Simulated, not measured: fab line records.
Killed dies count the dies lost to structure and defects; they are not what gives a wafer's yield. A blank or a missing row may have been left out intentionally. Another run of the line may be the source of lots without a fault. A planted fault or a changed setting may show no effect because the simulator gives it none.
Split-lot study :: flow n5Finfet :: route with 1938 steps; 7 lots, 21 wafers read

== SPLIT DETAILS ==
At N5_BEOL_M9_EXPOSE_08 (exposes mask M9), the setting doseMj was moved away from the recipe's 53.75 on 4 of the 21 wafers read, by -3.6% to +7.4%. For the rest of the wafers, this setting stayed at what the recipe calls for.

== FROM THE SPLIT TO THE READING: what the file shows between them, 15 steps ==
- N5_BEOL_M9_PEB_09: peb time 60 s
- N5_BEOL_M9_DEVELOP_10: develop time 30 s
- N5_BEOL_M9_CD_MEAS_11: target cd 64.1 nm
- N5_BEOL_M9_DESCUM_16: chemistry O2, time 7.9 s
- N5_BEOL_M9_ETCH_61: etches SiARC in CF4, target depth 39 nm, time 65 s
- N5_BEOL_M9_ETCH_62: etches SOC in N2/H2, target depth 110 nm, overetch 22 nm, time 165 s
- N5_BEOL_M9_STRIP_68: strips in N2/H2
- N5_BEOL_M9_STRIP_67: strips in CF4
- N5_BEOL_M9_HM_OPEN_17: chemistry Cl2/BCl3, target TiN, target depth 20 nm, overetch 6 nm
- N5_BEOL_M9_STRIP_19: strips in O2
- N5_BEOL_M9_CD_MEAS_18: pitch 140 nm, target cd 70 nm
- N5_BEOL_M9_COAT_63: time 60 s, resist thk 60 nm
- N5_BEOL_M9_COAT_64: time 60 s, resist thk 12 nm
- N5_BEOL_M9_PRECLEAN_42: cleans in residue remover, time 60 s
- N5_BEOL_M9_SRD_43: time 30 s

== THE READING ==
cdNm, in nm, at N5_BEOL_M9_CD_MEAS_35 (target cd 70 nm, target cd y 40 nm). A value of 69.9 nm with a standard deviation of 0.48 nm is what fault-free wafers of this fab line usually give.

wafer: L077.3
tool, chamber at the split: arfiScanner-01, 0
doseMj as run: 53.75
against the recipe: recipe
cdNm, nm: 69.8
against lot-mates on the recipe: -

wafer: L077.4
tool, chamber at the split: arfiScanner-01, 0
doseMj as run: 51.87
against the recipe: -3.5%
cdNm, nm: 68.5
against lot-mates on the recipe: -1.2

wafer: L077.5
tool, chamber at the split: arfiScanner-01, 0
doseMj as run: 53.75
against the recipe: recipe
cdNm, nm: 69.6
against lot-mates on the recipe: -

wafer: L078.2
tool, chamber at the split: arfiScanner-02, 0
doseMj as run: 57.71
against the recipe: +7.4%
cdNm, nm: 73.5
against lot-mates on the recipe: +4.1

wafer: L078.5
tool, chamber at the split: arfiScanner-02, 0
doseMj as run: 53.75
against the recipe: recipe
cdNm, nm: 69.5
against lot-mates on the recipe: -

wafer: L078.6
tool, chamber at the split: arfiScanner-02, 0
doseMj as run: 53.75
against the recipe: recipe
cdNm, nm: 69.3
against lot-mates on the recipe: -

wafer: L082.1
tool, chamber at the split: arfiScanner-01, 0
doseMj as run: 56.5
against the recipe: +5.1%
cdNm, nm: 72.9
against lot-mates on the recipe: +2.7

wafer: L082.2
tool, chamber at the split: arfiScanner-01, 0
doseMj as run: 53.75
against the recipe: recipe
cdNm, nm: 70.3
against lot-mates on the recipe: -

wafer: L082.5
tool, chamber at the split: arfiScanner-01, 0
doseMj as run: 53.75
against the recipe: recipe
cdNm, nm: 70.2
against lot-mates on the recipe: -

wafer: L090.1
tool, chamber at the split: arfiScanner-01, 0
doseMj as run: 53.75
against the recipe: recipe
cdNm, nm: 69.6
against lot-mates on the recipe: -

wafer: L090.3
tool, chamber at the split: arfiScanner-01, 0
doseMj as run: 53.75
against the recipe: recipe
cdNm, nm: 70.0
against lot-mates on the recipe: -

wafer: L090.6
tool, chamber at the split: arfiScanner-01, 0
doseMj as run: 53.75
against the recipe: recipe
cdNm, nm: 70.3
against lot-mates on the recipe: -

wafer: L091.1
tool, chamber at the split: arfiScanner-02, 0
doseMj as run: 53.75
against the recipe: recipe
cdNm, nm: 69.9
against lot-mates on the recipe: -

wafer: L091.3
tool, chamber at the split: arfiScanner-02, 0
doseMj as run: 53.75
against the recipe: recipe
cdNm, nm: 69.8
against lot-mates on the recipe: -

wafer: L091.4
tool, chamber at the split: arfiScanner-02, 0
doseMj as run: 51.81
against the recipe: -3.6%
cdNm, nm: 67.5
against lot-mates on the recipe: -2.3

wafer: L095.1
tool, chamber at the split: arfiScanner-03, 0
doseMj as run: 53.75
against the recipe: recipe
cdNm, nm: 69.1
against lot-mates on the recipe: -

wafer: L095.3
tool, chamber at the split: arfiScanner-03, 0
doseMj as run: 53.75
against the recipe: recipe
cdNm, nm: 69.7
against lot-mates on the recipe: -

wafer: L095.5
tool, chamber at the split: arfiScanner-03, 0
doseMj as run: 53.75
against the recipe: recipe
cdNm, nm: 69.5
against lot-mates on the recipe: -

wafer: L097.1
tool, chamber at the split: arfiScanner-03, 0
doseMj as run: 53.75
against the recipe: recipe
cdNm, nm: 69.5
against lot-mates on the recipe: -

wafer: L097.2
tool, chamber at the split: arfiScanner-03, 0
doseMj as run: 53.75
against the recipe: recipe
cdNm, nm: 70.2
against lot-mates on the recipe: -

wafer: L097.4
tool, chamber at the split: arfiScanner-03, 0
doseMj as run: 53.75
against the recipe: recipe
cdNm, nm: 69.5
against lot-mates on the recipe: -

FIT RESULTS
A straight line over all 21 wafers: cdNm changes by +0.531 nm for each +1% of doseMj; r = +0.96; the points scatter about the line by 0.38 nm.
The same after taking each lot's own level away (the mean of its wafers on the recipe; 21 wafers): +0.533 nm for each +1%; r = +0.98; scatter 0.28 nm.
According to that fit, moving doseMj by its largest amount changes the reading by 3.9 nm.
The lots' own levels span 69.40 to 70.25 nm, that is 1.8 times the standard deviation above.
Consequently the slope shifts little with the lot-to-lot level, the two slopes agreeing.
Check: +3.77 nm against its lot-mates is what the line predicts for one of the wafers moved furthest among these (+7.4%) when that wafer is left out of the fit. Against them it came out at +4.1 nm.

== THE WHOLE CHAIN: every reading that the file lists as answering this split, in the file's order ==
step: N5_BEOL_M9_CD_MEAS_11
what it does: target cd 64.1 nm
reading: cdNm
change (the file's fit): +0.509 nm for each +1% of the setting
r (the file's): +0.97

step: N5_BEOL_M9_ETCH_61
what it does: etches SiARC in CF4, target depth 39 nm, time 65 s
reading: BEOL_M9.cdOffsetNm (the simulator's own value, which no gauge read)
change (the file's fit): +0.524 nm for each +1% of the setting
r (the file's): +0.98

step: N5_BEOL_M9_ETCH_62
what it does: etches SOC in N2/H2, target depth 110 nm, overetch 22 nm, time 165 s
reading: BEOL_M9.cdOffsetNm (the simulator's own value, which no gauge read)
change (the file's fit): +0.561 nm for each +1% of the setting
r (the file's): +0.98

step: N5_BEOL_M9_HM_OPEN_17
what it does: chemistry Cl2/BCl3, target TiN, target depth 20 nm, overetch 6 nm
reading: BEOL_M9.cdOffsetNm (the simulator's own value, which no gauge read)
change (the file's fit): +0.568 nm for each +1% of the setting
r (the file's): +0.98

step: N5_BEOL_M9_CD_MEAS_18
what it does: pitch 140 nm, target cd 70 nm
reading: cdNm
change (the file's fit): +0.584 nm for each +1% of the setting
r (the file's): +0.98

step: N5_BEOL_M9_CD_MEAS_35
what it does: target cd 70 nm, target cd y 40 nm
reading: cdNm
change (the file's fit): +0.536 nm for each +1% of the setting
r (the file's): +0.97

== FILE'S OWN FIT ==
cdNm changes by +0.536 nm for each +1% of doseMj, r = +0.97.
